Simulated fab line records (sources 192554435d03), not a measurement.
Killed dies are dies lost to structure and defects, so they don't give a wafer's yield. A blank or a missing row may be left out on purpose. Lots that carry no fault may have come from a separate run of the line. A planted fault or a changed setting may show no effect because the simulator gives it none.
fab line records | flow n5-finfet
[record] lots = 6 wafers = 18 last-day = 18
route steps=1938 shown SD_EPI_P@295 BEOL_M4@1111 PASSIVATION@1936
lots untouched by any fault: they come from a run of this same line in which no faults occurred
start-h: start of the lot's first displayed wafer, in hours after the record's first day | wait-h: how many hours have passed since the lot's step before this one | " repeats the value in the row above | L1.1+2: one row covering several wafers at once | - value missing, or start not given | * or withheld: withheld | < > ~ a bound
route shown NAME@n: a module of which the file shows steps, and the number in the route of the first | usual: average and standard deviation across the fault-free wafers | same: alike in all rows | chamber/n: place in a boat | sites: readings site by site | _std_site: the values' standard deviation | _edge_site: the outer-site mean with the inner-site mean subtracted | radius-mm: how far each site lies from the wafer's centre | mask NAME#n: copy n | behind: the last tool/chamber to shape the wafer | hold: why the lot was held/for how many hours/how that ended | device: which transistor (n, p or np) failed to switch | end of line: the tests these same wafers got at the end of their route | step lacking rows: just its recipe | killed: the dies lost at the first sort to structure and to defects; this is not the yield of the wafer | map: shows each die of a wafer: x if killed, . if not, _ if none is there
set.NAME: setting as actually run; set.NAME@STEP: the setting as run at that earlier step | model.NAME: the simulator's own value behind a step, which no gauge read
lots at selected steps of the route; one table per step, one row per wafer
services: a tool's chamber out of use, with start hour (start-h, from the record's first day; less than 0 if before it), hours out, and reason
[[steps]]
[step N5_SD_EPI_P_COAT_34]
[recipe] resist = SOC temp-c = 250 time-s = 60 spin-rpm = 1500 resist-thk-nm = 350
[step N5_SD_EPI_P_COAT_35]
[recipe] resist = SiARC temp-c = 220 time-s = 60 spin-rpm = 1500 resist-thk-nm = 35
[step N5_SD_EPI_P_COAT_03]
[recipe] resist = CAR-ArF-block spin-rpm = 1500 resist-thk-nm = 150
[step N5_SD_EPI_P_EBR_05]
[recipe] solvent = PGMEA ebr-width-mm = 1.5
[step N5_SD_EPI_P_SOFTBAKE_04]
[recipe] temp-c = 110 time-s = 60 resist = CAR-ArF-block
[step N5_SD_EPI_P_EXPOSE_06]
[recipe] mask-id = SD_P_BLK na = 1.35 source-shape = conventional sigma-outer = 0.8 polarization = unpolarized target-cd-nm = 240 dose-mj = 39.5
[step N5_SD_EPI_P_PEB_07]
[recipe] peb-temp-c = 110 peb-time-s = 60 resist = CAR-ArF-block
[step N5_SD_EPI_P_DEVELOP_08]
[recipe] develop-time-s = 30 developer = TMAH resist = CAR-ArF-block dev-temp-c = 23 rinse-liquid = diw dry = air-spin
[step N5_SD_EPI_P_CD_MEAS_09]
[recipe] target-cd-nm = 240 landing-energy-ev = 500 detector = se-inlens
[usual] cd-nm = 240.2/0.74
// columns lot.wafer tool chamber start-h wait-h cd-nm
L237.1 cd-sem-03 0 74.24 - 239.9
L237.4 " 0 " " 240.3
L237.6 " 0 " " 240.2
L238.1 cd-sem-02 0 75.78 - 239.7
L238.5 " 0 " " 240.9
L238.6 " 0 " " 239.8
L239.3 cd-sem-01 0 83.11 - 239.7
L239.4 " 0 " " 239.7
L239.6 " 0 " " 240.5
L248.2 cd-sem-01 0 136.26 - 240.2
L248.4 " 0 " " 240.8
L248.6 " 0 " " 241.3
L255.2 cd-sem-02 0 179.45 - 240.1
L255.4 " 0 " " 239.4
L255.6 " 0 " " 239.8
L256.2 cd-sem-03 0 187.55 - 240.9
L256.4 " 0 " " 240.3
L256.6 " 0 " " 240.2
[step N5_SD_EPI_P_OVL_MEAS_10]
[recipe] points-per-wafer = 44
[usual] SD_P_BLK_OVL = 0.1/0.73
// columns lot.wafer tool chamber start-h wait-h SD_P_BLK_OVL[nm]
L237.1 overlay-01 0 74.27 0.0 0.5
L237.4 " 0 " " -0.7
L237.6 " 0 " " 0.6
L238.1 overlay-02 0 75.81 0.0 0.0
L238.5 " 0 " " 1.9
L238.6 " 0 " " -0.2
L239.3 overlay-02 0 83.14 0.0 0.5
L239.4 " 0 " " -0.4
L239.6 " 0 " " 0.1
L248.2 overlay-02 0 136.31 0.0 -0.7
L248.4 " 0 " " -0.6
L248.6 " 0 " " -0.6
L255.2 overlay-01 0 179.48 0.0 0.7
L255.4 " 0 " " 1.1
L255.6 " 0 " " 0.8
L256.2 overlay-02 0 187.57 0.0 -0.5
L256.4 " 0 " " -1.1
L256.6 " 0 " " -1.1
[step N5_SD_EPI_P_INSPECT_11]
[recipe] mode = adi inspect-instrument = macro
[usual] raw-defect-count = 2.2/1.4
// columns lot.wafer tool chamber start-h wait-h raw-defect-count
L237.1 defect-inspect-01 - 74.30 0.0 5
L237.4 " - " " 3
L237.6 " - " " 1
L238.1 defect-inspect-02 - 75.84 0.0 1
L238.5 " - " " 0
L238.6 " - " " 0
L239.3 defect-inspect-02 - 83.16 0.0 2
L239.4 " - " " 4
L239.6 " - " " 2
L248.2 defect-inspect-02 - 136.33 0.0 2
L248.4 " - " " 2
L248.6 " - " " 3
L255.2 defect-inspect-02 - 179.50 0.0 2
L255.4 " - " " 5
L255.6 " - " " 5
L256.2 defect-inspect-02 - 187.60 0.0 3
L256.4 " - " " 2
L256.6 " - " " 2
[step N5_SD_EPI_P_DESCUM_14]
[recipe] chemistry = O2 time-s = 7.9 source-power-w = 50 bias-power-w = 20 pressure-mtorr = 20 rf-frequency-hz = 2.712e+07 temp-c = 40 resist = CAR-ArF-block o2-flow-sccm = 225
[usual] drypump-motor-current-A = 5.4/0.48 oes-product-au = 0.76/0.047 rf-vpp-V = 242.5/1.4 showerhead-plenum-p-Torr = 2.05/0.072 throttle-valve-pct = 20.36/0.16
// columns lot.wafer tool chamber start-h wait-h drypump-motor-current-A oes-product-au rf-hours-counter-h rf-vpp-V showerhead-plenum-p-Torr throttle-valve-pct
L237.1 rie-diel-01 2 74.33 0.0 6.3 0.77 125 243.8 2.11 20.27
L237.4 " 1 " " 4.7 0.75 157 243.7 2.17 20.57
L237.6 " 1 " " 4.7 0.74 - 243.0 2.17 20.58
L238.1 rie-diel-06 1 75.87 0.0 5.0 0.79 112 241.5 2.02 20.40
L238.5 " 2 " " 5.0 0.76 - 243.0 2.01 20.27
L238.6 " 3 " " 5.5 0.70 - 242.1 1.99 20.32
L239.3 rie-diel-06 0 83.20 0.0 5.5 0.75 131 245.1 2.09 20.64
L239.4 " 2 " " 5.0 0.78 123 241.8 2.01 20.26
L239.6 " 1 " " 5.0 0.80 - 241.0 2.02 20.41
L248.2 rie-diel-01 3 136.46 0.1 5.7 0.70 223 242.9 2.06 20.44
L248.4 " 2 " " 6.3 0.74 144 241.8 2.10 20.26
L248.6 " 0 " " 5.4 0.80 - 240.9 1.94 20.20
L255.2 rie-diel-06 3 179.54 0.0 5.6 0.67 229 240.4 1.98 20.36
L255.4 " 0 " " 5.5 0.73 157 243.4 2.08 20.67
L255.6 " 0 " " 5.6 0.73 - 242.9 2.08 20.68
L256.2 rie-diel-06 1 187.63 0.0 4.9 0.76 146 241.0 2.01 20.45
L256.4 " 2 " " 5.0 0.74 156 243.1 2.00 20.32
L256.6 " 2 " " 5.0 0.74 - 242.2 2.00 20.32
[step N5_SD_EPI_P_ETCH_36]
[recipe] chemistry = CF4 target = SiARC target-depth-a = 455 mask-material = CAR-ArF-block time-s = 75.8 ion-energy-ev = 80 pressure-mtorr = 40 source-w = 545 bias-w = 36 Ar_flow_sccm = 100 cf4-flow-sccm = 100 ends = cleared
[usual] bias-w = 36.00/0.12 cf4-flow-sccm = 100.0/0.33 drypump-motor-current-A = 5.4/0.48 etch-rf-on-time-s = 75.9/1.2 oes-product-au = 0.65/0.041 rf-vpp-V = 183.6/1.1 showerhead-plenum-p-Torr = 2.10/0.069 throttle-valve-pct = 15.58/0.18
// columns lot.wafer tool chamber start-h wait-h bias-w cf4-flow-sccm drypump-motor-current-A etch-rf-on-time-s oes-product-au rf-hours-counter-h rf-vpp-V showerhead-plenum-p-Torr throttle-valve-pct model.CAR-ArF-block_of_SD_EPI_P_COAT_03.thk-nm
L237.1 rie-diel-01 2 74.37 0.0 35.67 99.6 6.3 76.7 0.64 125 183.8 2.14 15.41 111.4
L237.4 " 1 " " 36.16 100.6 4.7 76.1 0.63 157 184.9 2.23 15.79 111.4
L237.6 " 1 " " 36.04 100.6 4.7 75.9 0.62 - 185.4 2.23 15.82 111.6
L238.1 rie-diel-06 1 75.91 0.0 - - - - - - - - - 143.8
L238.5 " 2 " " - - - - - - - - - 143.6
L238.6 " 3 " " - - - - - - - - - 143.8
L239.3 rie-diel-06 0 83.23 0.0 - - - - - - - - - 144.2
L239.4 " 2 " " - - - - - - - - - 144
L239.6 " 1 " " - - - - - - - - - 144
L248.2 rie-diel-01 3 136.50 0.0 35.97 100.0 5.8 75.8 0.60 223 183.5 2.13 15.72 111.6
L248.4 " 2 " " 36.27 99.4 6.3 75.6 0.63 144 184.3 2.14 15.44 111.6
L248.6 " 0 " " 36.21 100.0 5.4 74.4 0.69 - 181.3 2.00 15.39 111.4
L255.2 rie-diel-06 3 179.57 0.0 36.01 99.6 5.6 78.5 0.57 229 181.7 2.03 15.61 111.6
L255.4 " 0 " " 35.92 100.4 5.5 78.8 0.61 157 183.0 2.14 15.90 111.2
L255.6 " 0 " " 36.03 99.9 5.5 77.7 0.63 - 185.7 2.14 15.91 111.4
L256.2 rie-diel-06 1 187.67 0.0 35.76 99.7 5.0 75.3 0.66 146 183.1 2.06 15.65 111.6
L256.4 " 2 " " 35.99 99.8 5.0 76.0 0.63 156 183.7 2.07 15.64 111.2
L256.6 " 2 " " 35.77 99.6 5.0 76.2 0.63 - 183.0 2.06 15.65 111.6
[step N5_SD_EPI_P_ETCH_37]
[recipe] chemistry = N2/H2 target = SOC overetch-a = 1080 mask-material = SiARC temp-c = 40 ion-energy-ev = 100 source-w = 3000 bias-w = 133 pressure-mtorr = 20 time-s = 486 n2-flow-sccm = 200 h2-flow-sccm = 200 ends = end-point
[usual] bias-w = 133.0/0.4 chamber-pressure-mTorr = 20.001/0.019 drypump-motor-current-A = 5.4/0.48 n2-flow-sccm = 200.0/0.6 oes-product-au = 0.68/0.041 rf-vpp-V = 240.0/1.5 showerhead-plenum-p-Torr = 2.49/0.086 throttle-valve-pct = 23.82/0.24
// columns lot.wafer tool chamber start-h wait-h bias-w chamber-pressure-mTorr drypump-motor-current-A n2-flow-sccm oes-product-au rf-hours-counter-h rf-vpp-V showerhead-plenum-p-Torr throttle-valve-pct
L237.1 rie-diel-01 2 74.42 0.0 132.9 20.009 6.3 200.3 0.67 125 238.9 2.54 23.54
L237.4 " 1 " " 133.0 19.971 4.7 200.4 0.66 157 241.2 2.64 23.92
L237.6 " 1 " " 133.5 19.977 4.7 200.6 0.66 - 242.0 2.64 23.94
L238.1 rie-diel-06 1 75.96 0.0 133.1 19.997 4.9 200.1 0.29 112 239.7 2.45 23.47
L238.5 " 2 " " 133.4 19.994 5.0 199.3 0.30 - 238.7 2.45 23.50
L238.6 " 3 " " 132.6 20.006 5.6 199.7 0.26 - 240.1 2.42 23.70
L239.3 rie-diel-06 0 83.29 0.0 133.2 19.977 5.5 200.5 0.28 131 239.3 2.55 24.14
L239.4 " 2 " " 133.8 20.008 5.0 200.4 0.29 123 238.7 2.45 23.52
L239.6 " 1 " " 132.2 19.984 4.9 200.3 0.30 - 240.8 2.45 23.50
L248.2 rie-diel-01 3 136.55 0.0 132.7 20.006 5.8 201.0 0.62 223 240.6 2.52 24.13
L248.4 " 2 " " 132.6 20.002 6.3 199.7 0.66 144 239.7 2.53 23.58
L248.6 " 0 " " 133.1 20.003 5.4 199.8 0.71 - 237.6 2.35 23.59
L255.2 rie-diel-06 3 179.63 0.0 133.0 20.004 5.6 199.9 0.61 230 238.1 2.40 23.93
L255.4 " 0 " " 132.7 19.982 5.5 200.2 0.66 157 240.4 2.54 24.33
L255.6 " 0 " " 132.6 19.997 5.5 199.4 0.66 - 239.9 2.54 24.36
L256.2 rie-diel-06 1 187.72 0.0 133.2 20.006 4.9 200.6 0.69 146 238.3 2.44 23.70
L256.4 " 2 " " 132.4 20.009 5.0 199.8 0.67 156 239.2 2.43 23.72
L256.6 " 2 " " 132.7 19.986 5.0 200.4 0.67 - 239.7 2.43 23.72
[step N5_SD_EPI_P_STRIP_38]
[recipe] chemistry = N2/H2 temp-c = 40 n2-flow-sccm = 200 h2-flow-sccm = 200 rf-frequency-hz = 6e+07
[step N5_BEOL_M4_RC_MEAS_101]
[usual] DIBL_N = 36.5/1.4 DIBL_P = 36.9/1.7 IOFF_N = 0.163/0.023 IOFF_P = 0.22/0.032 ION_N = 673/9 ION_P = 462/7.5 SS_N = 71.6/0.54 SS_P = 73.4/0.62 VT_N = 249.8/2.8 VT_P = -250/3.5
// columns lot.wafer tool chamber start-h wait-h DIBL_N[mV/V] DIBL_P[mV/V] IOFF_N[nA/um] IOFF_P[nA/um] ION_N[uA/um] ION_P[uA/um] SS_N[mV/dec] SS_P[mV/dec] VT_N[mV] VT_P[mV]
L237.1 prober-01 0 185.89 0.0 37.2 38.9 0.186 0.26 674 467 71.8 74.9 249.9 -246
L237.4 " 0 " " 37.2 39.2 0.184 0.26 680 470 71.3 74.1 250.4 -247
L237.6 " 0 " " 37.4 38.4 0.177 0.25 670 461 71.5 74.5 248.7 -246
L248.2 prober-02 0 258.94 0.2 37.3 38.2 0.175 0.24 669 470 71.9 73.6 250.3 -247
L248.4 " 0 " " 39.0 40.7 0.220 0.30 691 478 71.2 74.4 243.9 -245
L248.6 " 0 " " 37.0 38.4 0.173 0.25 680 471 71.3 73.1 249.1 -246
L255.2 prober-01 0 307.80 0.2 33.6 33.8 0.129 0.17 665 462 70.9 72.0 249.9 -254
L255.4 " 0 " " 34.3 35.2 0.147 0.19 677 464 70.7 73.3 246.3 -250
L255.6 " 0 " " 32.6 33.7 0.118 0.17 672 468 70.5 72.9 253.8 -254
L256.2 prober-02 0 310.03 0.2 37.8 36.4 0.151 0.20 665 457 72.0 73.1 253.7 -251
L256.4 " 0 " " 37.6 36.6 0.159 0.21 675 461 72.3 73.2 249.4 -250
L256.6 " 0 " " 36.4 35.7 0.138 0.19 663 454 71.3 73.0 255.7 -251
[step N5_PASSIVATION_PROBE_49]
[usual] defect-limited-yield = 91.2/1.4 killed_at_M0_to_M3 = 35/11 killed_at_M4_up = 12/4.2 killed-at-contacts = 13/5.6 killed-at-front-end = 40/12 killed-at-other = 3.3/2.6 killed-dies = 103/17 killed-on-rim = 14/4.5 killed-open = 68/12 killed-short = 34/7.6 sort_bin_5_function = 5.1/0.95 sort_bin_6_memory = 3.3/0.68 sort-n-pass = 1077/17 sort-yield-pct = 91.2/1.4
[same] gross-dies = 1180 killed-at-back-side = 0 sort_bin_4_leakage[%] = 0 sort_bin_8_speed[%] = 0
// columns lot.wafer tool chamber start-h wait-h defect-limited-yield[%] killed_at_M0_to_M3 killed_at_M4_up killed-at-contacts killed-at-front-end killed-at-other killed-dies killed-on-rim killed-open killed-short sort_bin_5_function[%] sort_bin_6_memory[%] sort-n-pass sort-yield-pct[%]
L238.1 prober-01 - 298.10 0.0 0 43 16 17 1104 0 1180 152 67 40 95.2 4.6 0 0
L238.5 prober-01 - 298.30 0.2 0 39 15 12 1112 2 1180 152 59 34 96.9 2.8 0 0
L238.6 prober-01 - 298.35 0.3 0 28 15 22 1108 7 1180 152 68 29 97.0 2.8 0 0
L239.3 prober-02 - 318.83 0.1 0 41 11 14 1114 0 1180 152 74 36 95.3 4.0 0 0
L239.4 prober-02 - 318.88 0.2 0 32 5 12 1124 7 1180 152 61 36 96.4 3.0 0 0
L239.6 prober-02 - 318.98 0.3 0 25 16 21 1113 5 1180 152 60 29 96.7 3.0 0 0
L248.2 prober-02 - 355.80 0.1 92.5 26 9 15 38 1 89 13 63 25 5.3 2.1 1091 92.5
L248.4 prober-02 - 355.90 0.2 90.5 21 14 16 61 0 112 13 78 31 5.4 3.8 1068 90.5
L248.6 prober-02 - 356.00 0.3 90.1 33 10 18 52 4 117 19 77 39 6.0 3.3 1063 90.1
// killed by level:class
L238.1 SD_EPI_P:area-etch=1073 MOL_CONTACT_COAG:geometric-particle:open=11 BEOL_M0_SAQP:geometric-particle:short=10 BEOL_M2:geometric-particle:open=10 BEOL_M3:geometric-particle:open=10 BEOL_M1:geometric-particle:open=8 BEOL_M4:geometric-particle:open=7 FIN_SAQP:geometric-particle:short=6
L238.5 SD_EPI_P:area-etch=1086 BEOL_M0_SAQP:geometric-particle:short=11 STI_FIN_REVEAL:geometric-particle:open=8 MOL_CONTACT_COAG:geometric-particle:open=7 BEOL_M2:geometric-particle:open=7 BEOL_M0_SAQP:geometric-particle:open=6 BEOL_M1:geometric-particle:open=6 FIN_SAQP:geometric-particle:open=5
L238.6 SD_EPI_P:area-etch=1082 MOL_CONTACT_COAG:geometric-particle:open=18 BEOL_M0_SAQP:geometric-particle:short=8 FIN_SAQP:geometric-particle:open=7 BEOL_M2:geometric-particle:open=6 BEOL_M4:geometric-particle:short=5 ILD0:geometric-particle:open=4 MOL_CONTACT_COAG:geometric-particle:short=4
L239.3 SD_EPI_P:area-etch=1067 MOL_CONTACT_COAG:geometric-particle:open=12 BEOL_M1:geometric-particle:open=10 FIN_SAQP:geometric-particle:short=9 FIN_SAQP:geometric-particle:open=8 STI_FIN_REVEAL:geometric-particle:open=7 BEOL_M3:geometric-particle:open=7 DUMMY_GATE:geometric-particle:open=5
L239.4 SD_EPI_P:area-etch=1083 FIN_SAQP:geometric-particle:open=13 MOL_CONTACT_COAG:geometric-particle:open=11 FIN_SAQP:geometric-particle:short=10 BEOL_M0_SAQP:geometric-particle:short=9 BEOL_M1:geometric-particle:open=8 STI_FIN_REVEAL:geometric-particle:open=4 MIM_TOP_ETCH:geometric-particle:open=4
L239.6 SD_EPI_P:area-etch=1089 MOL_CONTACT_COAG:geometric-particle:open=15 BEOL_M1:geometric-particle:open=11 BEOL_M4:geometric-particle:open=10 MOL_CONTACT_COAG:geometric-particle:short=6 FIN_SAQP:geometric-particle:short=4 BEOL_M0_SAQP:geometric-particle:open=4 BEOL_M0_SAQP:geometric-particle:short=4
L248.2 MOL_CONTACT_COAG:geometric-particle:open=15 BEOL_M0_SAQP:geometric-particle:open=8 FIN_SAQP:geometric-particle:open=7 STI_FIN_REVEAL:geometric-particle:open=7 BEOL_M2:geometric-particle:open=7 FIN_SAQP:geometric-particle:short=4 GATE_CUT:geometric-particle:short=4 GATE_CUT:geometric-particle:open=4
L248.4 FIN_SAQP:geometric-particle:open=17 MOL_CONTACT_COAG:geometric-particle:open=13 STI_FIN_REVEAL:geometric-particle:open=11 BEOL_M1:geometric-particle:open=7 FIN_SAQP:geometric-particle:short=6 GATE_CUT:geometric-particle:short=5 BEOL_M2:geometric-particle:open=5 DUMMY_GATE:geometric-particle:open=4
L248.6 MOL_CONTACT_COAG:geometric-particle:open=16 FIN_SAQP:geometric-particle:open=14 BEOL_M0_SAQP:geometric-particle:open=10 FIN_SAQP:geometric-particle:short=9 BEOL_M0_SAQP:geometric-particle:short=7 BEOL_M2:geometric-particle:open=7 STI_FIN_REVEAL:geometric-particle:open=5 BEOL_M1:geometric-particle:open=5
// map L238.1 (x killed, . not)
_________________xxxxxxxxxxxx________________
______________xxxxxxxxxxxxxxxxxx_____________
___________xxxxxxxxxxxxxxxxxxxxxxxx__________
__________xxxxxxxxxxxxxxxxxxxxxxxxxx_________
________xxxxxxxxxxxxxxxxxxxxxxxxxxxxxx_______
_______xxxxxxxxxxxxxxxxxxxxxxxxxxxxxxxx______
______xxxxxxxxxxxxxxxxxxxxxxxxxxxxxxxxxx_____
_____xxxxxxxxxxxxxxxxxxxxxxxxxxxxxxxxxxxx____
____xxxxxxxxxxxxxxxxxxxxxxxxxxxxxxxxxxxxxx___
___xxxxxxxxxxxxxxxxxxxxxxxxxxxxxxxxxxxxxxxx__
___xxxxxxxxxxxxxxxxxxxxxxxxxxxxxxxxxxxxxxxx__
__xxxxxxxxxxxxxxxxxxxxxxxxxxxxxxxxxxxxxxxxxx_
__xxxxxxxxxxxxxxxxxxxxxxxxxxxxxxxxxxxxxxxxxx_
_xxxxxxxxxxxxxxxxxxxxxxxxxxxxxxxxxxxxxxxxxxxx
_xxxxxxxxxxxxxxxxxxxxxxxxxxxxxxxxxxxxxxxxxxxx
_xxxxxxxxxxxxxxxxxxxxxxxxxxxxxxxxxxxxxxxxxxxx
_xxxxxxxxxxxxxxxxxxxxxxxxxxxxxxxxxxxxxxxxxxxx
_xxxxxxxxxxxxxxxxxxxxxxxxxxxxxxxxxxxxxxxxxxxx
_xxxxxxxxxxxxxxxxxxxxxxxxxxxxxxxxxxxxxxxxxxxx
_xxxxxxxxxxxxxxxxxxxxxxxxxxxxxxxxxxxxxxxxxxxx
_xxxxxxxxxxxxxxxxxxxxxxxxxxxxxxxxxxxxxxxxxxxx
__xxxxxxxxxxxxxxxxxxxxxxxxxxxxxxxxxxxxxxxxxx_
__xxxxxxxxxxxxxxxxxxxxxxxxxxxxxxxxxxxxxxxxxx_
___xxxxxxxxxxxxxxxxxxxxxxxxxxxxxxxxxxxxxxxx__
___xxxxxxxxxxxxxxxxxxxxxxxxxxxxxxxxxxxxxxxx__
____xxxxxxxxxxxxxxxxxxxxxxxxxxxxxxxxxxxxxx___
_____xxxxxxxxxxxxxxxxxxxxxxxxxxxxxxxxxxxx____
______xxxxxxxxxxxxxxxxxxxxxxxxxxxxxxxxxx_____
_______xxxxxxxxxxxxxxxxxxxxxxxxxxxxxxxx______
________xxxxxxxxxxxxxxxxxxxxxxxxxxxxxx_______
__________xxxxxxxxxxxxxxxxxxxxxxxxxx_________
___________xxxxxxxxxxxxxxxxxxxxxxxx__________
______________xxxxxxxxxxxxxxxxxx_____________
_________________xxxxxxxxxxxx________________
// map L239.3 (x killed, . not)
_________________xxxxxxxxxxxx________________
______________xxxxxxxxxxxxxxxxxx_____________
___________xxxxxxxxxxxxxxxxxxxxxxxx__________
__________xxxxxxxxxxxxxxxxxxxxxxxxxx_________
________xxxxxxxxxxxxxxxxxxxxxxxxxxxxxx_______
_______xxxxxxxxxxxxxxxxxxxxxxxxxxxxxxxx______
______xxxxxxxxxxxxxxxxxxxxxxxxxxxxxxxxxx_____
_____xxxxxxxxxxxxxxxxxxxxxxxxxxxxxxxxxxxx____
____xxxxxxxxxxxxxxxxxxxxxxxxxxxxxxxxxxxxxx___
___xxxxxxxxxxxxxxxxxxxxxxxxxxxxxxxxxxxxxxxx__
___xxxxxxxxxxxxxxxxxxxxxxxxxxxxxxxxxxxxxxxx__
__xxxxxxxxxxxxxxxxxxxxxxxxxxxxxxxxxxxxxxxxxx_
__xxxxxxxxxxxxxxxxxxxxxxxxxxxxxxxxxxxxxxxxxx_
_xxxxxxxxxxxxxxxxxxxxxxxxxxxxxxxxxxxxxxxxxxxx
_xxxxxxxxxxxxxxxxxxxxxxxxxxxxxxxxxxxxxxxxxxxx
_xxxxxxxxxxxxxxxxxxxxxxxxxxxxxxxxxxxxxxxxxxxx
_xxxxxxxxxxxxxxxxxxxxxxxxxxxxxxxxxxxxxxxxxxxx
_xxxxxxxxxxxxxxxxxxxxxxxxxxxxxxxxxxxxxxxxxxxx
_xxxxxxxxxxxxxxxxxxxxxxxxxxxxxxxxxxxxxxxxxxxx
_xxxxxxxxxxxxxxxxxxxxxxxxxxxxxxxxxxxxxxxxxxxx
_xxxxxxxxxxxxxxxxxxxxxxxxxxxxxxxxxxxxxxxxxxxx
__xxxxxxxxxxxxxxxxxxxxxxxxxxxxxxxxxxxxxxxxxx_
__xxxxxxxxxxxxxxxxxxxxxxxxxxxxxxxxxxxxxxxxxx_
___xxxxxxxxxxxxxxxxxxxxxxxxxxxxxxxxxxxxxxxx__
___xxxxxxxxxxxxxxxxxxxxxxxxxxxxxxxxxxxxxxxx__
____xxxxxxxxxxxxxxxxxxxxxxxxxxxxxxxxxxxxxx___
_____xxxxxxxxxxxxxxxxxxxxxxxxxxxxxxxxxxxx____
______xxxxxxxxxxxxxxxxxxxxxxxxxxxxxxxxxx_____
_______xxxxxxxxxxxxxxxxxxxxxxxxxxxxxxxx______
________xxxxxxxxxxxxxxxxxxxxxxxxxxxxxx_______
__________xxxxxxxxxxxxxxxxxxxxxxxxxx_________
___________xxxxxxxxxxxxxxxxxxxxxxxx__________
______________xxxxxxxxxxxxxxxxxx_____________
_________________xxxxxxxxxxxx________________
[[services]]
// columns tool chamber start-h hours kind
rie-diel-01 - 89.90 2.8 pm
rie-diel-06 0 161.86 8.2 repair
[[key]]
[first-sign] step = N5_SD_EPI_P_ETCH_36 reading = tool-record direction = missing
[effect] step = N5_SD_EPI_P_ETCH_37 reading = oes-product-au direction = down sigmas = 9.7 usual = 0.68 struck = 0.29
[effect] step = N5_PASSIVATION_PROBE_49 reading = sort_bin_5_function direction = up sigmas = 96 usual = 5.1 struck = 96.2
[model-effect] step = N5_SD_EPI_P_ETCH_36 value = CAR-ArF-block_of_SD_EPI_P_COAT_03.thk-nm without = 111.3 struck = 143.9
[more-kills-born-at] N5_SD_EPI_P_ETCH_36@rie-diel-06 = 6480
met-at N5_SD_EPI_P_ETCH_36
struck-wafers L238.1,L238.5,L238.6,L239.3,L239.4,L239.6
later-rows-left-out L238.1,L238.5,L238.6,L239.3,L239.4,L239.6
[fault] kind = skipped-step-whole tool = rie-diel-06 chamber = - onset-h = 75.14 steps = N5_SD_EPI_P_ETCH_36 scope = struck-lots-only
// later-rows-left-out: the simulator's readings of these wafers behind a module that went badly wrong aren't trusted and aren't shown, but for the sort
